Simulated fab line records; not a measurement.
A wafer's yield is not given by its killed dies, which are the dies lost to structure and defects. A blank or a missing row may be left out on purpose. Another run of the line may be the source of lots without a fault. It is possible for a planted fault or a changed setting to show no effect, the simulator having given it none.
fab line records	flow nand_harc
[record] lots = 7	wafers = 18	last_day = 25
route steps=1159 shown A_CONTACT@863
lots untouched by any fault: they come from a run of this same line in which no faults occurred
start_h: hours from the record's first day to the start of the lot's first wafer shown	wait_h: hours elapsed since this lot's preceding step	" identical to the entry in the row above	L1.1+2: a single row standing in for several wafers	- value missing, or start not given	* or withheld: withheld	< > ~ a bound
route shown NAME@n: a module of which the file shows steps, and the number in the route of the first	usual: mean and standard deviation over wafers with no fault	same: alike in all rows	chamber/n: place in a boat	sites: each site's reading	_std_site: how widely they spread, as a standard deviation	_edge_site: the outer-site mean with the inner-site mean subtracted	radius_mm: how far each site lies from the wafer's centre	mask NAME#n: copy n	behind: the last tool/chamber to shape the wafer	hold: what put the lot on hold/how long, in hours/how the hold closed	device: the n, p or np transistor that did not switch	end of line: the tests these same wafers got at the end of their route	a step without rows: its recipe alone	killed: not the wafer's yield, but the dies lost to structure and defects at the first sort	map: the dies of a wafer, with x for killed, . for not killed, _ for no die there
set.NAME: the setting that was run; set.NAME@STEP: the one run at that earlier step	model.NAME: the simulator's own value behind a step, which no gauge read
lots at some steps of the route; a table a step, a row a wafer
services: a tool's chamber out of use, with start hour (start_h, from the record's first day; less than 0 if before it), hours out, and reason
[[steps]]
[step NHARC_A_CONTACT_ETCH_112]
[recipe] source_w = withheld	pressure_mtorr = 20	bias_v = 3000	time_s = 94	target_depth_a = 9220	ar_flow_sccm = withheld	c4f8_flow_sccm = withheld	o2_flow_sccm = withheld	chemistry = C4F8/O2/Ar
[step NHARC_A_CONTACT_ETCH_113]
[recipe] source_w = withheld	pressure_mtorr = 20	bias_v = 3000	time_s = 94	target_depth_a = 9220	ar_flow_sccm = withheld	c4f8_flow_sccm = withheld	o2_flow_sccm = withheld	chemistry = C4F8/O2/Ar
[step NHARC_A_CONTACT_ETCH_114]
[recipe] source_w = withheld	pressure_mtorr = 20	bias_v = 3000	time_s = 94	target_depth_a = 9220	ar_flow_sccm = withheld	c4f8_flow_sccm = withheld	o2_flow_sccm = withheld	chemistry = C4F8/O2/Ar
[step NHARC_A_CONTACT_ETCH_115]
[recipe] source_w = withheld	pressure_mtorr = 20	bias_v = 3000	time_s = 94	target_depth_a = 9220	ar_flow_sccm = withheld	c4f8_flow_sccm = withheld	o2_flow_sccm = withheld	chemistry = C4F8/O2/Ar
[step NHARC_A_CONTACT_ETCH_116]
[recipe] source_w = withheld	pressure_mtorr = 20	bias_v = 3000	time_s = 94	target_depth_a = 9220	ar_flow_sccm = withheld	c4f8_flow_sccm = withheld	o2_flow_sccm = withheld	chemistry = C4F8/O2/Ar
[step NHARC_A_CONTACT_ETCH_117]
[recipe] source_w = withheld	pressure_mtorr = 20	bias_v = 3000	time_s = 94	target_depth_a = 9220	ar_flow_sccm = withheld	c4f8_flow_sccm = withheld	o2_flow_sccm = withheld	chemistry = C4F8/O2/Ar
[usual] chamber_pressure_mTorr = 19.999/0.017	run_length_s = 94/0
lot.wafer	tool	chamber	start_h	wait_h	chamber_pressure_mTorr	rf_hours_counter_h	run_length_s
L700.1	har_cap_etch-01	1	362.77	0.1	20.009	57	94
L700.5	"	0	"	"	19.969	-	94
L700.6	"	1	"	"	19.978	-	94
L704.2	har_cap_etch-02	1	392.05	0.1	20.015	15	94
L704.1	"	0	"	"	19.992	15	94
L704.3	"	1	"	"	19.970	-	94
L706.2	har_cap_etch-02	1	402.16	0.1	19.997	16	94
L706.3	"	0	"	"	20.006	-	94
L708.2	har_cap_etch-02	0	413.38	0.1	19.991	18	94
L708.3	"	1	"	"	19.987	-	94
L707.1	har_cap_etch-02	1	428.57	0.1	20.006	20	94
L707.4	"	0	"	"	20.047	-	94
L721.4	har_cap_etch-02	0	502.92	0.1	20.018	-	94
L721.3	"	1	"	"	20.011	-	94
L721.6	"	1	"	"	20.034	-	94
L722.1	har_cap_etch-02	0	517.32	0.1	20.022	36	94
L722.4	"	1	"	"	20.002	-	94
L722.6	"	0	"	"	20.008	-	94
[step NHARC_A_CONTACT_ETCH_118]
[recipe] source_w = withheld	pressure_mtorr = 20	bias_v = 3000	time_s = 94	target_depth_a = 9220	ar_flow_sccm = withheld	c4f8_flow_sccm = withheld	o2_flow_sccm = withheld	chemistry = C4F8/O2/Ar
[usual] chamber_pressure_mTorr = 20.002/0.015	run_length_s = 94/0
lot.wafer	tool	chamber	start_h	wait_h	chamber_pressure_mTorr	rf_hours_counter_h	run_length_s
L700.1	har_cap_etch-01	1	362.86	0.1	19.996	57	94
L700.5	"	0	"	"	20.027	-	94
L700.6	"	1	"	"	19.996	-	94
L704.2	har_cap_etch-02	1	392.14	0.1	20.002	15	94
L704.1	"	0	"	"	19.998	15	94
L704.3	"	1	"	"	20.002	-	94
L706.2	har_cap_etch-02	1	402.25	0.1	20.002	16	94
L706.3	"	0	"	"	20.009	-	94
L708.2	har_cap_etch-02	0	413.47	0.1	20.009	18	94
L708.3	"	1	"	"	19.986	-	94
L707.1	har_cap_etch-02	1	428.66	0.1	20.015	20	94
L707.4	"	0	"	"	19.995	-	94
L721.4	har_cap_etch-02	0	503.01	0.1	20.025	-	94
L721.3	"	1	"	"	19.977	-	94
L721.6	"	1	"	"	20.024	-	94
L722.1	har_cap_etch-02	0	517.41	0.1	20.015	36	94
L722.4	"	1	"	"	19.992	-	94
L722.6	"	0	"	"	20.000	-	94
[step NHARC_A_CONTACT_ETCH_119]
[recipe] source_w = withheld	pressure_mtorr = 20	bias_v = 3000	time_s = 94	target_depth_a = 9220	ar_flow_sccm = withheld	c4f8_flow_sccm = withheld	o2_flow_sccm = withheld	chemistry = C4F8/O2/Ar
[step NHARC_A_CONTACT_ETCH_120]
[recipe] source_w = withheld	pressure_mtorr = 20	bias_v = 3000	time_s = 94	target_depth_a = 9220	ar_flow_sccm = withheld	c4f8_flow_sccm = withheld	o2_flow_sccm = withheld	chemistry = C4F8/O2/Ar
[usual] chamber_pressure_mTorr = 19.998/0.027	run_length_s = 94/0
lot.wafer	tool	chamber	start_h	wait_h	chamber_pressure_mTorr	rf_hours_counter_h	run_length_s
L700.1	har_cap_etch-01	1	363.04	0.1	19.978	57	94
L700.5	"	0	"	"	20.018	-	94
L700.6	"	1	"	"	19.978	-	94
L704.2	har_cap_etch-02	1	392.32	0.1	20.005	15	94
L704.1	"	0	"	"	19.999	15	94
L704.3	"	1	"	"	20.000	-	94
L706.2	har_cap_etch-02	1	402.43	0.1	19.996	16	94
L706.3	"	0	"	"	20.014	-	94
L708.2	har_cap_etch-02	0	413.65	0.1	19.984	18	94
L708.3	"	1	"	"	19.997	-	94
L707.1	har_cap_etch-02	1	428.84	0.1	19.995	21	94
L707.4	"	0	"	"	19.989	-	94
L721.4	har_cap_etch-02	0	503.19	0.1	19.809	-	94
L721.3	"	1	"	"	20.011	-	94
L721.6	"	1	"	"	20.029	-	94
L722.1	har_cap_etch-02	0	517.59	0.1	19.996	36	94
L722.4	"	1	"	"	20.006	-	94
L722.6	"	0	"	"	19.983	-	94
[step NHARC_A_CONTACT_ETCH_121]
[recipe] source_w = withheld	pressure_mtorr = 20	bias_v = 3000	time_s = 94	target_depth_a = 9220	ar_flow_sccm = withheld	c4f8_flow_sccm = withheld	o2_flow_sccm = withheld	chemistry = C4F8/O2/Ar
[step NHARC_A_CONTACT_ETCH_122]
[recipe] source_w = withheld	pressure_mtorr = 20	bias_v = 3000	time_s = 95	target_depth_a = 9300	ar_flow_sccm = withheld	c4f8_flow_sccm = withheld	o2_flow_sccm = withheld	chemistry = C4F8/O2/Ar
[usual] chamber_pressure_mTorr = 20.000/0.019	run_length_s = 95/0
lot.wafer	tool	chamber	start_h	wait_h	chamber_pressure_mTorr	rf_hours_counter_h	run_length_s
L700.1	har_cap_etch-01	1	363.22	0.1	19.998	58	95
L700.5	"	0	"	"	20.017	-	95
L700.6	"	1	"	"	20.005	-	95
L704.2	har_cap_etch-02	1	392.51	0.1	19.981	15	95
L704.1	"	0	"	"	20.011	15	95
L704.3	"	1	"	"	19.999	-	95
L706.2	har_cap_etch-02	1	402.61	0.1	19.991	16	95
L706.3	"	0	"	"	20.006	-	95
L708.2	har_cap_etch-02	0	413.83	0.1	20.010	18	95
L708.3	"	1	"	"	19.993	-	95
L707.1	har_cap_etch-02	1	429.02	0.1	20.005	21	95
L707.4	"	0	"	"	19.982	-	95
L721.4	har_cap_etch-02	0	503.38	0.1	19.981	-	95
L721.3	"	1	"	"	19.987	-	95
L721.6	"	1	"	"	20.000	-	95
L722.1	har_cap_etch-02	0	517.78	0.1	19.975	36	95
L722.4	"	1	"	"	20.022	-	95
L722.6	"	0	"	"	19.996	-	95
[step NHARC_A_CONTACT_ETCH_123]
[recipe] source_w = withheld	pressure_mtorr = 20	bias_v = 400	time_s = 253	target_depth_a = 10900	ar_flow_sccm = withheld	c4f8_flow_sccm = 11.5	o2_flow_sccm = 7.2	chemistry = C4F8/O2/Ar
[usual] chamber_pressure_mTorr = 19.999/0.018	run_length_s = 284.4/0.56
lot.wafer	tool	chamber	start_h	wait_h	chamber_pressure_mTorr	rf_hours_counter_h	run_length_s
L700.1	har_cap_etch-01	1	363.35	0.1	20.007	58	285.0
L700.5	"	0	"	"	20.021	-	285.1
L700.6	"	1	"	"	20.025	-	284.3
L704.2	har_cap_etch-02	1	392.60	0.1	20.010	15	283.6
L704.1	"	0	"	"	19.966	15	284.3
L704.3	"	1	"	"	19.988	-	283.3
L706.2	har_cap_etch-02	1	402.74	0.1	19.993	16	283.6
L706.3	"	0	"	"	20.026	-	284.7
L708.2	har_cap_etch-02	0	413.92	0.1	20.026	18	284.5
L708.3	"	1	"	"	20.004	-	284.0
L707.1	har_cap_etch-02	1	429.15	0.1	20.010	21	283.5
L707.4	"	0	"	"	19.999	-	284.4
L721.4	har_cap_etch-02	0	503.54	0.2	19.991	-	284.4
L721.3	"	1	"	"	19.991	-	283.4
L721.6	"	1	"	"	19.987	-	283.4
L722.1	har_cap_etch-02	0	517.87	0.1	19.971	36	284.3
L722.4	"	1	"	"	19.982	-	283.4
L722.6	"	0	"	"	19.977	-	284.7
[step NHARC_A_CONTACT_ETCH_90]
[recipe] target_depth_a = 400	over_etch_frac = 0.5	time_s = 85.7	ion_energy_ev = 120	ch3f_flow_sccm = 50	o2_flow_sccm = 30	ar_flow_sccm = 200	rf_w = 500	bias_w = 100	chemistry = CH3F/O2
[usual] chamber_pressure_mTorr = 24.999/0.027	drypump_motor_current_A = 5.8/0.42	oes_product_au = 0.96/0.04	rf_fwd_power_W = 496.9/1.7	rf_vpp_V = 244.6/1.9	run_length_s = 107.1/0.38	showerhead_plenum_p_Torr = 2.48/0.12	throttle_valve_pct = 20.664/0.0089
lot.wafer	tool	chamber	start_h	wait_h	chamber_pressure_mTorr	drypump_motor_current_A	oes_product_au	rf_fwd_power_W	rf_hours_counter_h	rf_vpp_V	run_length_s	showerhead_plenum_p_Torr	throttle_valve_pct
L700.1	rie_diel-10	0	363.89	0.5	25.003	5.7	1.01	494.8	0	245.6	107.3	2.62	20.674
L700.6	"	0	"	"	24.976	5.7	1.01	494.4	-	247.6	107.7	2.62	20.669
L700.5	"	1	"	"	24.997	5.7	1.01	495.8	-	242.1	106.6	2.30	20.665
L704.2	rie_diel-10	1	393.20	0.5	24.995	5.8	0.99	497.6	5	243.6	106.9	2.30	20.672
L704.1	"	2	"	"	25.060	6.7	0.99	497.1	5	245.6	107.5	2.58	20.663
L704.3	"	3	"	"	24.950	5.5	0.98	495.8	5	243.3	107.5	2.48	20.667
L706.3	rie_diel-10	3	403.32	0.5	24.975	5.5	0.92	-	7	246.1	79.5	2.48	20.666
L706.2	"	0	"	"	25.001	5.7	0.94	493.5	6	247.0	107.5	2.61	20.659
L708.3	rie_diel-10	3	414.55	0.4	24.958	5.5	0.93	-	8	246.4	79.2	2.48	20.656
L708.2	"	0	"	"	24.992	5.7	0.94	496.5	8	246.6	108.1	2.61	20.657
L707.4	rie_diel-10	3	429.71	0.4	24.988	5.5	0.92	-	10	245.4	79.2	2.47	20.650
L707.1	"	0	"	"	25.015	5.7	0.94	494.5	10	246.7	107.4	2.61	20.681
L721.3	rie_diel-10	1	504.03	0.4	25.000	5.8	1.00	493.3	25	242.1	106.5	2.29	20.663
L721.4	"	0	"	"	25.010	5.7	1.01	496.0	25	247.6	107.4	2.61	20.672
L721.6	"	1	"	"	24.982	5.7	1.01	498.1	-	241.5	106.5	2.29	20.655
L722.4	rie_diel-02	0	518.50	0.4	25.007	5.8	0.92	498.4	1	243.2	107.8	2.43	20.666
L722.1	"	1	"	"	25.020	5.6	0.93	497.4	1	244.5	106.6	2.44	20.668
L722.6	"	2	"	"	24.980	5.9	0.92	498.6	-	245.5	106.8	2.61	20.643
[step NHARC_A_CONTACT_ETCH_96]
[recipe] target_depth_a = 200	over_etch_frac = 0.5	time_s = 10	ion_energy_ev = 250	c4f6_flow_sccm = 25	o2_flow_sccm = 20	ar_flow_sccm = 500	rf_w = 600	bias_w = 500	chemistry = C4F6/O2
[[services]]
tool	chamber	start_h	hours	kind
rie_diel-10	-	353.58	9.0	pm
rie_diel-10	0	353.58	9.0	vent_cycle
rie_diel-10	1	353.58	9.0	vent_cycle
rie_diel-10	2	353.58	9.0	vent_cycle
rie_diel-10	3	353.58	9.0	vent_cycle
rie_diel-10	0	362.58	-	clean
rie_diel-10	1	362.58	-	clean
rie_diel-10	2	362.58	-	clean
rie_diel-10	3	362.58	-	clean
rie_diel-02	1	377.35	2.2	repair
rie_diel-10	0	387.08	-	clean
rie_diel-10	1	387.08	-	clean
rie_diel-10	2	387.08	-	clean
rie_diel-10	3	387.08	-	clean
har_cap_etch-02	-	408.66	1.6	repair
rie_diel-10	0	411.58	-	clean
rie_diel-10	1	411.58	-	clean
rie_diel-10	2	411.58	-	clean
rie_diel-10	3	411.58	-	clean
rie_diel-10	0	436.08	-	clean
rie_diel-10	1	436.08	-	clean
rie_diel-10	2	436.08	-	clean
rie_diel-10	2	462.02	18.7	repair
rie_diel-02	-	505.18	9.0	pm
[[key]]
[first_sign] step = NHARC_A_CONTACT_ETCH_90	reading = run_length_s	direction = down	sigmas = 73	usual = *	struck = *
effect none on later readings
met_at NHARC_A_CONTACT_ETCH_90
struck_wafers L706.3,L707.4,L708.3
sort_left_out L706.3,L707.4,L708.3
tester_left_out L706,L707,L708
onset_between 393.20 403.32
[fault] kind = process_parameter_drift	tool = rie_diel-10	chamber = -	onset_h = 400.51	steps = NHARC_A_CONTACT_ETCH_90	channel = time_s	offset = *	shape = step	end_h = 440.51	scope = struck_wafers_only	acts_in = *	stated = *
// tester_left_out: of these lots the tester's yield and bins aren't shown, on N5 and GAA mostly nor the transistor test; their killed dies are dies lost to structure and defects alone, not to doping, threshold or leakage, so they don't give the yield
// sort_left_out: the simulated sort isn't trusted on such a fault, so these wafers' sort isn't shown, and their yield isn't known
